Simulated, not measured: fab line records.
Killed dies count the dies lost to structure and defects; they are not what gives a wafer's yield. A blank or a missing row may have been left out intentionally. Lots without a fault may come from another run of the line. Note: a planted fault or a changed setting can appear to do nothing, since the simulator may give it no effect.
Comparing a struck lot with a sound one ; flow nand_harc ; 15 steps out of a route of 1302
Sound: the wafers L224.2, L224.3, L224.6. Wafers struck: L221.1, L221.3, L221.4. The cause comes at the end.
Order at every step that has rows: each side's tool, ch and its chambers, its first start. Under that, the readings that differ: sound wafers ; struck wafers ; difference of the means ; sigmas: that difference in standard deviations of wafers without a fault.
alike: readings whose means differ by less than 2 such deviations, and words and numbers that are the same on both sides. not compared: withheld readings, readings that some wafer has no value for, bounds like >300 that may hide the same value, and numbers for which the record gives no deviation and whose values overlap.
Wherever a step has rows on one side only, a row that says differs or no value, or a row with sigmas, the two part there. When numbers do not overlap yet have no deviation, they are printed without sigmas and do not part them. Lack of a reading on every wafer of one side parts them only where that side has two or more wafers.

first, 2 steps without rows for these wafers: NHARC_A_DECK1_JOINT_ANNEAL_28 (time 1800 s); NHARC_A_DECK1_JOINT_ANNEAL_29 (time 1800 s).
NHARC_A_DECK1_JOINT_CMP_02: polishes SiOx.
  sound on cmp-01 ch 0,2,3, day 19 16:53; struck on cmp-01 ch 0,2,3, day 18 09:52
  alike: edge_zone_pressure_frac, motor_current_A
  not compared: pad_life_wafers
next, for these wafers, 1 step has no rows: NHARC_A_DECK1_JOINT_SRD_15.
NHARC_A_DECK1_JOINT_DEP_16: deposits SiO2, target thk 45 nm.
  sound on pecvd-04 ch 0,1, day 19 17:17; struck on pecvd-03 ch 0,1, day 18 10:16
  alike: heater_power_w, throttle_valve_pct
NHARC_A_DECK1_JOINT_THK_MEAS_17: measures by ellipsometry.
  sound on film_metro-01 at day 19 17:34; struck on film_metro-01 at day 18 10:32
  alike: thk_nm
NHARC_A_DECK1_JOINT_INSPECT_05:
  sound on defect_inspect-01 at day 19 17:36; struck on defect_inspect-02 at day 18 10:34
  alike: raw_defect_count
then NHARC_A_ONON_D2_DEP_00 (target thk 1000 nm), 1 step lacking rows for these wafers.
NHARC_A_ONON_D2_THK_MEAS_02: measures by ellipsometry.
  sound on film_metro-01 at day 19 18:11; struck on film_metro-01 at day 18 11:09
  alike: thk_nm
then NHARC_A_ONON_D2_DEP_03 (target thk 1000 nm), 1 step lacking rows for these wafers.
NHARC_A_ONON_D2_THK_MEAS_05: measures by ellipsometry.
  sound on film_metro-01 at day 19 18:46; struck on film_metro-02 at day 18 11:43
  alike: thk_nm
NHARC_A_ONON_D2_DEP_06: target thk 1000 nm.
  sound on pecvd_onon-03 ch 0, day 19 18:52; struck on pecvd_onon-02 ch 0, day 18 11:46
NHARC_A_ONON_D2_THK_MEAS_08: measures by ellipsometry.
  sound on film_metro-02 at day 19 19:19; struck on film_metro-01 at day 18 12:17
reading;sound;struck;difference;sigmas
thk_nm (nm);1020 1019 1019;544 544 544;-475;-40
then NHARC_A_ONON_D2_DEP_09 (target thk 1000 nm), 1 step lacking rows for these wafers.
-- break in the record here, with 12 days between the starts of the struck wafers on either side (left off in module A_ONON_D2, picked up again in module END, where the first step shown is number 1302 on the route) --
NHARC_END_SORT_01:
  the record has rows for the struck wafers here (prober-01 ch 0, day 30 14:37) and none for the sound ones

WHERE THEY PART
Last at NHARC_END_SORT_01 as far as this record goes, first at NHARC_A_ONON_D2_THK_MEAS_08.

WHY: what had been put in by the simulator
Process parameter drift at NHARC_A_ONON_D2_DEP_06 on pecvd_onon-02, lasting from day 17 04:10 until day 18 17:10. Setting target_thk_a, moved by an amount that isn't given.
